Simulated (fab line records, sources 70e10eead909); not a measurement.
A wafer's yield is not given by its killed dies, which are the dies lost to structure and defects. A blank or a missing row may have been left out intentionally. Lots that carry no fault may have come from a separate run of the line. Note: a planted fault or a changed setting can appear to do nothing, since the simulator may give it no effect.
Matching of chambers | flow nand_harc | NHARC_A_BLC_ALD_23 on ald_metal-03 has 4 sister chambers
The step deposits TiN, target thk 3 nm, pulse time 1 s, ald cycles 150. 8 wafers are shown with their chamber, then 7 later ones without.

## WAFERS PAIRED WITH THEIR CHAMBERS
wafer  | chamber | heater_power_w (W) | precursor_pulse_height_rel
L074.4 | 2       | 1277               | 1.007
L080.2 | 0       | 989                | 1.018
L080.3 | 1       | 984                | 0.999
L083.2 | 3       | 1065               | 0.983
L083.4 | 0       | 971                | 0.983
L083.5 | 3       | 1061               | 1.000
L086.4 | 2       | 1331               | 1.000
L086.5 | 1       | 982                | 1.016

## WAFERS WITHOUT THEIR CHAMBER
wafer  | heater_power_w (W) | precursor_pulse_height_rel
L086.6 | 984                | 1.046
L087.3 | 1067               | 0.999
L087.5 | 1042               | 0.967
L087.6 | 985                | 0.996
L093.3 | 1001               | 1.009
L093.4 | 1299               | 0.994
L093.5 | 993                | 0.984

## WHICH CHAMBER EACH ONE RAN IN
wafer  | from the rows above     | in truth
L086.6 | can't be placed: 1 or 0 | 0
L087.3 | 3                       | 3
L087.5 | can't be placed: 3 or 0 | 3
L087.6 | can't be placed: 0 or 1 | 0
L093.3 | can't be placed: 1 or 0 | 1
L093.4 | 2                       | 2
L093.5 | can't be placed: 0 or 1 | 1
Correct placement for 2 of the 7. Unplaceable from these rows: 5, with the true chamber sitting among the candidates in 5. Wrongly placed: 0.
How it was worked out, from the rows above alone: a wafer's distance from a chamber is the root of the sum, over the readings, of the square of ((its reading less the chamber's mean) divided by the reading's scatter). If the next closest chamber is less than 2 further off than the closest, the wafer can't be placed; otherwise it belongs to the closest. The mean given for a chamber averages the wafers shown for that chamber. The scatter: the root of (the sum of the squares of (reading less its chamber's mean) over the shown wafers, divided by (wafers less chambers)).
